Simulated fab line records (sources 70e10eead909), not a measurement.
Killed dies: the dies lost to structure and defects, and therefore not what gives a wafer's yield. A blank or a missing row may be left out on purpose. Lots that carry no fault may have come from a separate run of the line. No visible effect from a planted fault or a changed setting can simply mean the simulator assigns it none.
fab line records    flow nandHarc
[record] lots = 24  wafers = 72  lastDay = 24
route steps=1159 shown P_GATE@190 P_CONTACT@232 P_M0@269
lots that met no fault: taken from a fault-free run of the same line
startH: start of the lot's first displayed wafer, in hours after the record's first day    waitH: hours from the lot's prior step to this one    " identical to the entry in the row above    L1.1+2: several wafers, shown together as one row    - either no value or no given start    * or withheld: withheld    < > ~ a bound
route shown NAME@n: a module of which the file shows steps, and the number in the route of the first    usual: average and standard deviation across the fault-free wafers    same: alike in all rows    chamber/n: place in a boat    sites: each site's reading    _std_site: the standard deviation of these    _edge_site: the outer-site mean with the inner-site mean subtracted    radiusMm: how far each site lies from the wafer's centre    mask NAME#n: copy n    behind: the most recent tool/chamber to have shaped the wafer    hold: why the lot was held/for how many hours/how that ended    device: which transistor (n, p or np) failed to switch    end of line: the same wafers' tests at the end of the route    a step with no rows: only its recipe    killed: dies lost to structure and defects at the first sort, not the wafer's yield    map: dies across one wafer; x = killed, . = not, _ = none there
set.NAME: setting as actually run; set.NAME@STEP: the setting as run at that earlier step    model.NAME: the simulator's own value behind a step, which no gauge read
the route's steps for a sample of lots (tables are steps, rows are wafers)
services: a tool's chamber out of use, with start hour (startH, from the record's first day; less than 0 if before it), hours out, and reason
[[steps]]
[step NHARC_P_GATE_STRIP_76]
[recipe] powerW = 1500  tempC = 250  chemistry = O2
[usual] drypumpMotorCurrentA = 5.8/0.59  heaterPowerW = 332/20
lot.wafer  tool            chamber  startH  waitH  drypumpMotorCurrentA  heaterPowerW  rfHoursCounterH
L074.1     plasmaAsher-02  1        97.53   0.2    6.7                   341           27
L074.3     "               0        "       "      5.3                   335           -
L074.4     "               1        "       "      6.7                   342           -
L076.2     plasmaAsher-02  1        108.19  0.2    6.7                   338           33
L076.1     "               0        "       "      5.3                   332           33
L076.6     "               1        "       "      6.7                   339           -
L075.3     plasmaAsher-01  0        108.71  0.2    5.5                   295           -
L075.4     "               1        "       "      5.3                   359           -
L075.5     "               1        "       "      5.3                   353           -
L078.1     plasmaAsher-02  0        123.64  0.2    5.3                   334           37
L078.3     "               1        "       "      6.7                   346           -
L078.6     "               0        "       "      5.3                   335           -
L077.1     plasmaAsher-01  0        123.87  0.2    5.5                   296           5
L077.2     "               1        "       "      5.3                   360           5
L077.4     "               1        "       "      5.3                   355           -
L079.1     plasmaAsher-02  0        135.88  0.2    5.3                   342           42
L079.3     "               0        "       "      5.3                   340           -
L079.5     "               0        "       "      5.3                   335           -
L081.2     plasmaAsher-02  0        141.69  0.2    5.3                   341           44
L081.4     "               0        "       "      5.3                   337           -
L081.3     "               1        "       "      6.7                   338           -
L080.1     plasmaAsher-01  0        141.89  0.2    5.5                   299           10
L080.4     "               0        "       "      5.5                   294           -
L080.5     "               1        "       "      5.3                   360           -
L083.1     plasmaAsher-01  1        155.49  0.2    5.3                   365           15
L083.2     "               0        "       "      5.5                   293           15
L083.5     "               1        "       "      5.3                   356           -
L082.1     plasmaAsher-01  1        155.99  0.2    5.4                   345           16
L082.2     "               0        "       "      5.5                   297           16
L082.4     "               1        "       "      5.3                   354           -
L084.4     plasmaAsher-02  0        164.38  0.2    5.3                   333           -
L084.3     "               1        "       "      6.7                   340           -
L084.5     "               1        "       "      6.7                   336           -
L086.1     plasmaAsher-02  1        181.14  0.2    6.7                   334           57
L086.3     "               1        "       "      6.7                   340           -
L086.5     "               0        "       "      5.3                   336           -
L088.2     plasmaAsher-02  1        181.58  0.2    6.7                   342           57
L088.3     "               0        "       "      5.3                   336           -
L088.4     "               1        "       "      6.6                   349           -
L087.2     plasmaAsher-02  1        182.11  0.2    6.7                   333           58
L087.3     "               0        "       "      5.4                   333           -
L087.5     "               0        "       "      5.4                   332           -
L085.3     plasmaAsher-01  1        187.70  0.2    5.3                   351           -
L085.4     "               0        "       "      5.5                   300           -
L085.5     "               1        "       "      5.3                   353           -
L089.4     plasmaAsher-02  0        193.60  0.2    5.4                   346           -
L089.5     "               0        "       "      5.3                   353           -
L089.6     "               1        "       "      6.7                   326           -
L090.2     plasmaAsher-01  1        203.96  0.2    5.3                   362           34
L090.4     "               0        "       "      5.5                   295           -
L090.6     "               1        "       "      5.4                   360           -
L092.2     plasmaAsher-02  0        205.33  0.2    5.3                   340           4
L092.3     "               1        "       "      6.7                   324           -
L092.6     "               0        "       "      5.3                   341           -
L091.1     plasmaAsher-01  1        205.54  0.2    5.3                   344           35
L091.2     "               0        "       "      5.5                   303           35
L091.6     "               0        "       "      5.5                   302           -
L093.1     plasmaAsher-02  1        216.32  0.2    6.7                   313           7
L093.3     "               0        "       "      5.3                   345           -
L093.5     "               1        "       "      6.7                   329           -
L094.2     plasmaAsher-02  1        225.02  0.2    6.7                   327           9
L094.4     "               0        "       "      5.3                   341           -
L094.6     "               0        "       "      5.3                   345           -
L097.1     plasmaAsher-01  1        232.56  0.2    5.4                   351           43
L097.2     "               0        "       "      5.5                   298           43
L097.5     "               0        "       "      5.5                   303           -
L095.1     plasmaAsher-01  1        232.89  0.2    5.4                   354           43
L095.4     "               1        "       "      5.3                   354           -
L095.6     "               1        "       "      5.4                   352           -
L096.3     plasmaAsher-02  1        233.74  0.2    6.6                   326           -
L096.4     "               0        "       "      5.3                   341           -
L096.5     "               0        "       "      5.3                   349           -
[step NHARC_P_CONTACT_CD_MEAS_12]
[recipe] targetCdNm = 90  landingEnergyEv = 500
[usual] cdNm = 90.1/0.85
lot.wafer  tool      chamber  startH  waitH  cdNm
L074.1     cdSem-02  0        103.35  -      90.0
L074.3     "         0        "       "      90.8
L074.4     "         0        "       "      91.1
L076.1     cdSem-01  0        113.82  -      89.4
L076.2     "         0        "       "      88.3
L076.6     "         0        "       "      88.5
L075.3     cdSem-03  0        114.58  -      90.5
L075.4     "         0        "       "      90.9
L075.5     "         0        "       "      90.0
L078.1     cdSem-01  0        129.60  -      90.1
L078.3     "         0        "       "      89.2
L078.6     "         0        "       "      89.4
L077.1     cdSem-01  0        130.01  -      90.0
L077.2     "         0        "       "      89.4
L077.4     "         0        "       "      89.8
L079.1     cdSem-01  0        141.59  -      91.7
L079.3     "         0        "       "      91.7
L079.5     "         0        "       "      90.7
L081.2     cdSem-02  0        147.35  -      90.3
L081.3     "         0        "       "      90.5
L081.4     "         0        "       "      90.7
L080.1     cdSem-03  0        148.03  -      91.0
L080.4     "         0        "       "      91.2
L080.5     "         0        "       "      90.2
L083.1     cdSem-02  0        161.02  -      89.5
L083.2     "         0        "       "      89.3
L083.5     "         0        "       "      88.6
L082.1     cdSem-03  0        161.53  -      89.9
L082.2     "         0        "       "      89.4
L082.4     "         0        "       "      90.0
L084.3     cdSem-03  0        170.03  -      90.0
L084.4     "         0        "       "      90.6
L084.5     "         0        "       "      91.2
L086.1     cdSem-01  0        186.79  -      91.3
L086.3     "         0        "       "      91.1
L086.5     "         0        "       "      92.3
L088.2     cdSem-02  0        187.20  -      89.3
L088.3     "         0        "       "      89.0
L088.4     "         0        "       "      89.5
L087.2     cdSem-03  0        187.52  -      91.8
L087.3     "         0        "       "      91.2
L087.5     "         0        "       "      90.8
L085.3     cdSem-02  0        193.31  -      89.1
L085.4     "         0        "       "      90.5
L085.5     "         0        "       "      89.6
L089.4     cdSem-01  0        199.43  -      89.7
L089.5     "         0        "       "      89.9
L089.6     "         0        "       "      89.7
L090.2     cdSem-02  0        209.55  -      89.9
L090.4     "         0        "       "      90.6
L090.6     "         0        "       "      91.0
L092.2     cdSem-03  0        211.17  -      91.0
L092.3     "         0        "       "      89.5
L092.6     "         0        "       "      90.0
L091.1     cdSem-02  0        211.50  -      91.6
L091.2     "         0        "       "      90.1
L091.6     "         0        "       "      90.9
L093.1     cdSem-02  0        221.92  -      89.8
L093.3     "         0        "       "      89.5
L093.5     "         0        "       "      89.0
L094.2     cdSem-02  0        230.54  -      91.2
L094.4     "         0        "       "      90.9
L094.6     "         0        "       "      89.5
L097.1     cdSem-03  0        238.39  -      90.9
L097.2     "         0        "       "      90.6
L097.5     "         0        "       "      91.4
L095.1     cdSem-02  0        238.69  -      89.2
L095.4     "         0        "       "      89.5
L095.6     "         0        "       "      89.9
L096.3     cdSem-02  0        239.77  -      88.9
L096.4     "         0        "       "      89.5
L096.5     "         0        "       "      88.7
[step NHARC_P_CONTACT_ETCH_35]
[recipe] targetDepthA = 390  overEtchFrac = 0.3  timeS = 65  ionEnergyEv = 80  cf4FlowSccm = 150  arFlowSccm = 0  rfW = 300  biasW = 100  chemistry = CF4
[usual] drypumpMotorCurrentA = 5.7/0.51  mfcArSccm = 0.009/0.0077  oesProductAu = 0.996/0.01  rfVppV = 151.2/1.2  showerheadPlenumPTorr = 1.76/0.061  throttleValvePct = 13.284/0.0086
lot.wafer  tool        chamber  startH  waitH  drypumpMotorCurrentA  mfcArSccm  oesProductAu  rfHoursCounterH  rfVppV  showerheadPlenumPTorr  throttleValvePct
L074.1     rieDiel-11  3        103.66  0.1    5.8                   0.006      0.994         9                151.1   1.80                   13.284
L074.3     "           0        "       "      6.5                   0.022      0.982         9                150.9   1.68                   13.290
L074.4     "           0        "       "      6.5                   0.022      0.977         -                151.8   1.68                   13.286
L076.1     rieDiel-06  0        114.09  0.1    5.1                   0          0.999         14               150.0   1.73                   13.294
L076.2     "           2        "       "      5.5                   0.018      1.008         15               149.2   1.65                   13.288
L076.6     "           3        "       "      6.0                   0.020      0.998         -                149.4   1.67                   13.299
L075.3     rieDiel-11  3        114.89  0.1    5.8                   0.006      1.005         10               151.6   1.80                   13.279
L075.5     "           3        "       "      5.8                   0.006      0.998         -                151.4   1.80                   13.284
L075.4     "           2        "       "      5.8                   0          1.000         -                151.4   1.82                   13.272
L078.1     rieDiel-11  2        129.88  0.1    5.8                   0          1.008         12               151.9   1.82                   13.287
L078.3     "           0        "       "      6.6                   0.022      0.989         13               149.8   1.68                   13.277
L078.6     "           3        "       "      5.8                   0.006      0.989         -                151.3   1.80                   13.284
L077.4     rieDiel-11  0        130.38  0.1    6.6                   0.022      0.975         13               150.2   1.68                   13.277
L077.1     "           1        "       "      5.7                   0.012      0.989         9                151.5   1.79                   13.287
L077.2     "           2        "       "      5.8                   0          0.988         13               152.8   1.82                   13.282
L079.1     rieDiel-07  2        141.87  0.1    5.3                   0.014      0.990         8                150.8   1.72                   13.290
L079.3     "           1        "       "      4.9                   0          1.010         8                149.1   1.69                   13.268
L079.5     "           3        "       "      5.3                   0.003      1.000         -                153.0   1.80                   13.280
L081.3     rieDiel-11  0        147.62  0.1    6.5                   0.022      0.976         15               149.4   1.68                   13.267
L081.2     "           2        "       "      5.8                   0          0.988         14               152.5   1.82                   13.287
L081.4     "           3        "       "      5.8                   0.006      0.987         15               152.6   1.80                   13.283
L080.1     rieDiel-07  2        148.30  0.1    5.4                   0.014      0.996         9                152.1   1.72                   13.289
L080.4     "           0        "       "      6.3                   0.013      1.004         7                152.8   1.84                   13.301
L080.5     "           2        "       "      5.4                   0.014      0.996         -                150.9   1.72                   13.290
L083.1     rieDiel-07  1        161.29  0.1    4.9                   0          1.021         9                150.5   1.69                   13.274
L083.2     "           2        "       "      5.4                   0.014      0.999         10               151.2   1.72                   13.284
L083.5     "           1        "       "      5.0                   0          1.007         -                149.6   1.69                   13.273
L082.2     rieDiel-11  1        161.81  0.1    5.7                   0.012      0.995         13               151.0   1.78                   13.293
L082.1     "           2        "       "      5.8                   0          1.004         16               152.0   1.82                   13.290
L082.4     "           3        "       "      5.8                   0.006      0.997         16               153.0   1.80                   13.275
L084.3     rieDiel-07  2        170.30  0.1    5.4                   0.014      0.998         11               150.4   1.72                   13.299
L084.4     "           3        "       "      5.3                   0.003      0.984         11               151.8   1.80                   13.284
L084.5     "           1        "       "      4.9                   0          1.011         -                151.6   1.69                   13.291
L086.1     rieDiel-07  1        187.07  0.1    4.9                   0          1.011         12               149.6   1.69                   13.292
L086.3     "           2        "       "      5.4                   0.014      0.992         12               150.9   1.72                   13.277
L086.5     "           1        "       "      4.9                   0          1.017         -                148.1   1.69                   13.278
L088.2     rieDiel-11  2        187.47  0.1    5.8                   0          0.996         19               151.4   1.82                   13.275
L088.3     "           3        "       "      5.8                   0.006      0.995         19               151.9   1.80                   13.265
L088.4     "           0        "       "      6.5                   0.022      0.995         19               151.4   1.68                   13.287
L087.2     rieDiel-07  3        187.80  0.1    5.3                   0.003      0.998         12               150.5   1.80                   13.288
L087.3     "           2        "       "      5.4                   0.014      0.986         12               149.5   1.72                   13.292
L087.5     "           3        "       "      5.3                   0.003      0.979         -                150.8   1.80                   13.302
L085.4     rieDiel-07  2        193.58  0.1    5.4                   0.014      1.002         13               152.8   1.72                   13.284
L085.3     "           1        "       "      5.0                   0          1.002         12               150.4   1.69                   13.290
L085.5     "           2        "       "      5.4                   0.014      1.003         -                150.7   1.72                   13.290
L089.4     rieDiel-07  0        199.71  0.1    6.3                   0.013      1.008         13               152.3   1.84                   13.280
L089.5     "           3        "       "      5.3                   0.003      0.993         -                152.1   1.80                   13.286
L089.6     "           0        "       "      6.3                   0.013      0.997         -                151.8   1.84                   13.289
L090.2     rieDiel-07  2        209.84  0.1    5.4                   0.014      0.993         15               149.5   1.72                   13.275
L090.4     "           3        "       "      5.3                   0.003      0.996         15               150.5   1.80                   13.294
L090.6     "           2        "       "      5.4                   0.014      0.991         -                150.9   1.72                   13.285
L092.3     rieDiel-11  1        211.44  0.1    5.7                   0.012      0.995         1                152.0   1.78                   13.287
L092.2     "           0        "       "      6.5                   0.022      0.992         1                149.5   1.68                   13.299
L092.6     "           1        "       "      5.7                   0.012      0.998         -                152.7   1.78                   13.287
L091.1     rieDiel-07  0        211.78  0.1    6.3                   0.013      0.999         14               152.5   1.84                   13.285
L091.2     "           2        "       "      5.4                   0.014      0.987         15               152.2   1.72                   13.276
L091.6     "           3        "       "      5.3                   0.003      0.983         -                150.6   1.80                   13.287
L093.3     rieDiel-07  2        222.19  0.1    5.4                   0.014      0.992         16               149.8   1.72                   13.284
L093.1     "           1        "       "      4.9                   0          1.012         16               151.2   1.69                   13.277
L093.5     "           2        "       "      5.4                   0.014      0.986         -                151.2   1.72                   13.290
L094.2     rieDiel-11  2        230.82  0.1    5.8                   0          0.996         4                153.1   1.82                   13.294
L094.4     "           3        "       "      5.8                   0.006      0.985         4                149.7   1.80                   13.282
L094.6     "           0        "       "      6.6                   0.022      0.987         -                150.3   1.68                   13.289
L097.2     rieDiel-06  0        238.66  0.1    5.1                   0          0.996         54               149.8   1.72                   13.279
L097.1     "           2        "       "      5.4                   0.018      1.014         60               148.8   1.64                   13.289
L097.5     "           0        "       "      5.1                   0          1.005         -                150.5   1.72                   13.272
L095.4     rieDiel-07  0        238.96  0.1    6.3                   0.013      1.002         0                152.2   1.84                   13.278
L095.1     "           2        "       "      5.4                   0.014      1.000         0                150.3   1.72                   13.282
L095.6     "           0        "       "      6.3                   0.013      0.999         -                152.9   1.84                   13.294
L096.3     rieDiel-11  0        240.07  0.1    6.5                   0.022      0.993         5                149.3   1.68                   13.290
L096.5     "           0        "       "      6.6                   0.022      0.983         -                150.9   1.68                   13.281
L096.4     "           3        "       "      5.8                   0.006      0.984         -                150.8   1.80                   13.284
[step NHARC_P_CONTACT_CD_MEAS_19]
[usual] cdNm = 90.3/1.7
lot.wafer  tool      chamber  startH  waitH  cdNm
L074.1     cdSem-01  -        104.57  -      91.7
L074.3     "         -        "       "      90.6
L074.4     "         -        "       "      92.0
L076.1     cdSem-03  -        114.97  -      87.5
L076.2     "         -        "       "      87.8
L076.6     "         -        "       "      86.0
L075.3     cdSem-01  -        115.81  -      91.6
L075.4     "         -        "       "      91.4
L075.5     "         -        "       "      91.2
L078.1     cdSem-02  -        130.80  -      90.5
L078.3     "         -        "       "      91.2
L078.6     "         -        "       "      86.6
L077.1     cdSem-03  -        131.19  -      90.5
L077.2     "         -        "       "      88.5
L077.4     "         -        "       "      88.7
L079.1     cdSem-02  -        142.65  -      92.8
L079.3     "         -        "       "      89.7
L079.5     "         -        "       "      92.6
L081.2     cdSem-03  -        148.41  -      89.0
L081.3     "         -        "       "      90.9
L081.4     "         -        "       "      88.7
L080.1     cdSem-03  -        149.08  -      93.6
L080.4     "         -        "       "      90.6
L080.5     "         -        "       "      90.3
L083.1     cdSem-01  -        162.07  -      89.5
L083.2     "         -        "       "      87.9
L083.5     "         -        "       "      89.0
L082.1     cdSem-02  -        162.59  -      87.9
L082.2     "         -        "       "      89.0
L082.4     "         -        "       "      90.0
L084.3     cdSem-03  -        171.08  -      91.9
L084.4     "         -        "       "      87.3
L084.5     "         -        "       "      92.1
L086.1     cdSem-02  -        187.88  -      90.9
L086.3     "         -        "       "      91.7
L086.5     "         -        "       "      89.6
L088.2     cdSem-03  -        188.25  -      86.4
L088.3     "         -        "       "      89.4
L088.4     "         -        "       "      90.4
L087.2     cdSem-01  -        188.59  -      93.1
L087.3     "         -        "       "      92.9
L087.5     "         -        "       "      93.7
L085.3     cdSem-01  -        194.37  -      89.2
L085.4     "         -        "       "      92.1
L085.5     "         -        "       "      90.3
L089.4     cdSem-02  -        200.50  -      90.6
L089.5     "         -        "       "      91.2
L089.6     "         -        "       "      88.0
L090.2     cdSem-02  -        210.63  -      88.5
L090.4     "         -        "       "      88.7
L090.6     "         -        "       "      89.7
L092.2     cdSem-02  -        212.25  -      93.1
L092.3     "         -        "       "      91.0
L092.6     "         -        "       "      91.2
L091.1     cdSem-02  -        212.61  -      92.6
L091.2     "         -        "       "      93.8
L091.6     "         -        "       "      91.1
L093.1     cdSem-02  -        222.98  -      91.1
L093.3     "         -        "       "      93.3
L093.5     "         -        "       "      88.7
L094.2     cdSem-03  -        231.60  -      88.8
L094.4     "         -        "       "      90.2
L094.6     "         -        "       "      91.6
L097.1     cdSem-02  -        239.45  -      89.0
L097.2     "         -        "       "      91.1
L097.5     "         -        "       "      91.1
L095.1     cdSem-01  -        239.75  -      88.0
L095.4     "         -        "       "      89.1
L095.6     "         -        "       "      88.5
L096.3     cdSem-01  -        240.98  -      89.1
L096.4     "         -        "       "      90.9
L096.5     "         -        "       "      89.6
[step NHARC_P_M0_CD_MEAS_16]
[usual] cdNm = 89.9/0.84
lot.wafer  tool      chamber  startH  waitH  cdNm
L074.1     cdSem-01  -        109.78  -      89.9
L074.3     "         -        "       "      90.6
L074.4     "         -        "       "      90.4
L076.1     cdSem-02  -        119.25  -      91.5
L076.2     "         -        "       "      89.9
L076.6     "         -        "       "      90.5
L075.3     cdSem-03  -        119.78  -      89.3
L075.4     "         -        "       "      90.3
L075.5     "         -        "       "      90.7
L078.1     cdSem-01  -        136.63  -      89.1
L078.3     "         -        "       "      91.0
L078.6     "         -        "       "      89.5
L077.1     cdSem-03  -        137.20  -      89.5
L077.2     "         -        "       "      89.5
L077.4     "         -        "       "      90.6
L079.1     cdSem-02  -        146.96  -      90.5
L079.3     "         -        "       "      91.0
L079.5     "         -        "       "      90.3
L081.2     cdSem-03  -        152.06  -      89.8
L081.3     "         -        "       "      89.7
L081.4     "         -        "       "      90.9
L080.1     cdSem-03  -        152.73  -      88.8
L080.4     "         -        "       "      89.6
L080.5     "         -        "       "      89.9
L083.1     cdSem-01  -        168.53  -      90.7
L083.2     "         -        "       "      90.4
L083.5     "         -        "       "      91.2
L082.1     cdSem-02  -        168.98  -      87.6
L082.2     "         -        "       "      90.4
L082.4     "         -        "       "      90.4
L084.3     cdSem-03  -        174.71  -      88.8
L084.4     "         -        "       "      90.3
L084.5     "         -        "       "      88.6
L086.1     cdSem-01  -        194.75  -      90.1
L086.3     "         -        "       "      90.7
L086.5     "         -        "       "      89.8
L088.2     cdSem-01  -        194.89  -      90.0
L088.3     "         -        "       "      89.6
L088.4     "         -        "       "      89.5
L087.2     cdSem-02  -        195.17  -      88.4
L087.3     "         -        "       "      89.3
L087.5     "         -        "       "      88.6
L085.3     cdSem-01  -        197.85  -      88.6
L085.4     "         -        "       "      89.8
L085.5     "         -        "       "      90.2
L089.4     cdSem-02  -        204.52  -      88.8
L089.5     "         -        "       "      88.9
L089.6     "         -        "       "      89.0
L092.2     cdSem-03  -        218.86  -      90.2
L092.3     "         -        "       "      91.3
L092.6     "         -        "       "      90.0
L090.2     cdSem-01  -        219.12  -      90.2
L090.4     "         -        "       "      89.9
L090.6     "         -        "       "      91.4
L091.1     cdSem-03  -        219.50  -      90.6
L091.2     "         -        "       "      90.8
L091.6     "         -        "       "      89.3
L093.1     cdSem-02  -        226.58  -      89.6
L093.3     "         -        "       "      89.7
L093.5     "         -        "       "      89.2
L094.2     cdSem-01  -        236.93  -      89.8
L094.4     "         -        "       "      91.2
L094.6     "         -        "       "      90.9
L097.1     cdSem-01  -        245.58  -      90.8
L097.2     "         -        "       "      90.2
L097.5     "         -        "       "      90.9
L095.1     cdSem-03  -        246.11  -      90.0
L095.4     "         -        "       "      90.5
L095.6     "         -        "       "      90.1
L096.3     cdSem-03  -        246.99  -      89.8
L096.4     "         -        "       "      90.3
L096.5     "         -        "       "      88.8
[step NHARC_P_M0_PVD_20]
[recipe] targetThkA = 50  biasV = 168.6  powerW = 15000  chamberPressurePa = 0.12  timeS = 8.06  substrateTempC = 50  material = TaN
[usual] throttleValvePct = 29.7/0.84
lot.wafer  tool           chamber  startH  waitH  throttleValvePct
L074.3     pvdSputter-01  -        -       -      30.3
L074.4     "              -        "       "      29.1
L074.1     "              -        "       "      30.4
L076.2     pvdSputter-03  -        -       -      28.4
L076.1     "              -        "       "      30.7
L076.6     "              -        "       "      28.8
L075.4     pvdSputter-02  -        -       -      29.6
L075.3     "              -        "       "      29.0
L075.5     "              -        "       "      29.6
L078.1     pvdSputter-01  -        -       -      29.0
L078.3     "              -        "       "      30.5
L078.6     "              -        "       "      30.6
L077.2     pvdSputter-02  -        -       -      29.0
L077.1     "              -        "       "      30.0
L077.4     "              -        "       "      29.5
L079.1     pvdSputter-02  -        -       -      29.3
L079.3     "              -        "       "      29.5
L079.5     "              -        "       "      29.0
L081.3     pvdSputter-01  -        -       -      29.2
L081.4     "              -        "       "      30.6
L081.2     "              -        "       "      30.9
L080.4     pvdSputter-02  -        -       -      29.9
L080.1     "              -        "       "      29.2
L080.5     "              -        "       "      28.9
L083.2     pvdSputter-02  -        -       -      30.0
L083.1     "              -        "       "      28.9
L083.5     "              -        "       "      29.7
L082.4     pvdSputter-03  -        -       -      30.7
L082.1     "              -        "       "      28.7
L082.2     "              -        "       "      28.6
L084.3     pvdSputter-02  -        -       -      29.2
L084.4     "              -        "       "      29.6
L084.5     "              -        "       "      29.8
L086.1     pvdSputter-03  -        -       -      28.5
L086.3     "              -        "       "      28.4
L086.5     "              -        "       "      28.6
L088.3     pvdSputter-02  -        -       -      29.1
L088.4     "              -        "       "      29.1
L088.2     "              -        "       "      29.3
L087.3     pvdSputter-03  -        -       -      30.9
L087.2     "              -        "       "      28.7
L087.5     "              -        "       "      31.0
L085.3     pvdSputter-03  -        -       -      28.6
L085.4     "              -        "       "      30.6
L085.5     "              -        "       "      28.4
L089.4     pvdSputter-02  -        -       -      29.3
L089.5     "              -        "       "      29.1
L089.6     "              -        "       "      30.0
L092.3     pvdSputter-01  -        -       -      30.2
L092.2     "              -        "       "      28.7
L092.6     "              -        "       "      30.2
L090.4     pvdSputter-03  -        -       -      28.5
L090.2     "              -        "       "      31.0
L090.6     "              -        "       "      31.1
L091.2     pvdSputter-01  -        -       -      30.5
L091.1     "              -        "       "      28.7
L091.6     "              -        "       "      30.5
L093.1     pvdSputter-02  -        -       -      31.2
L093.3     "              -        "       "      30.0
L093.5     "              -        "       "      29.5
L094.2     pvdSputter-03  -        -       -      30.9
L094.4     "              -        "       "      28.4
L094.6     "              -        "       "      30.7
L097.1     pvdSputter-03  -        -       -      30.6
L097.2     "              -        "       "      28.5
L097.5     "              -        "       "      30.6
L095.1     pvdSputter-01  -        -       -      29.1
L095.4     "              -        "       "      30.5
L095.6     "              -        "       "      28.8
L096.4     pvdSputter-02  -        -       -      31.0
L096.3     "              -        "       "      29.5
L096.5     "              -        "       "      29.2
[[services]]
tool            chamber  startH  hours  kind
pvdSputter-03   -        74.27   1.3    repair
rieDiel-07      0        79.84   7.1    repair
rieDiel-11      1        91.16   33.1   repair
pvdSputter-01   -        96.28   6.6    repair
plasmaAsher-01  -        99.32   9.0    pm
pvdSputter-03   -        102.07  10.0   pm
pvdSputter-01   -        120.94  9.4    repair
pvdSputter-03   -        132.23  4.0    repair
rieDiel-06      -        133.90  0.8    repair
plasmaAsher-01  -        135.13  3.4    repair
rieDiel-06      1        145.27  9.8    repair
pvdSputter-01   -        158.00  10.0   pm
plasmaAsher-01  -        173.77  0.6    repair
rieDiel-06      0        177.21  19.9   repair
pvdSputter-03   -        181.42  3.0    repair
plasmaAsher-02  -        184.22  9.0    pm
plasmaAsher-02  0        184.22  9.0    ventCycle
plasmaAsher-02  1        184.22  9.0    ventCycle
rieDiel-11      -        189.50  9.0    pm
pvdSputter-01   -        195.19  0.7    repair
pvdSputter-01   -        213.99  1.0    repair
rieDiel-06      3        225.42  3.6    repair
rieDiel-07      -        228.20  9.0    pm
rieDiel-06      -        241.55  9.0    pm
[[key]]
fault none
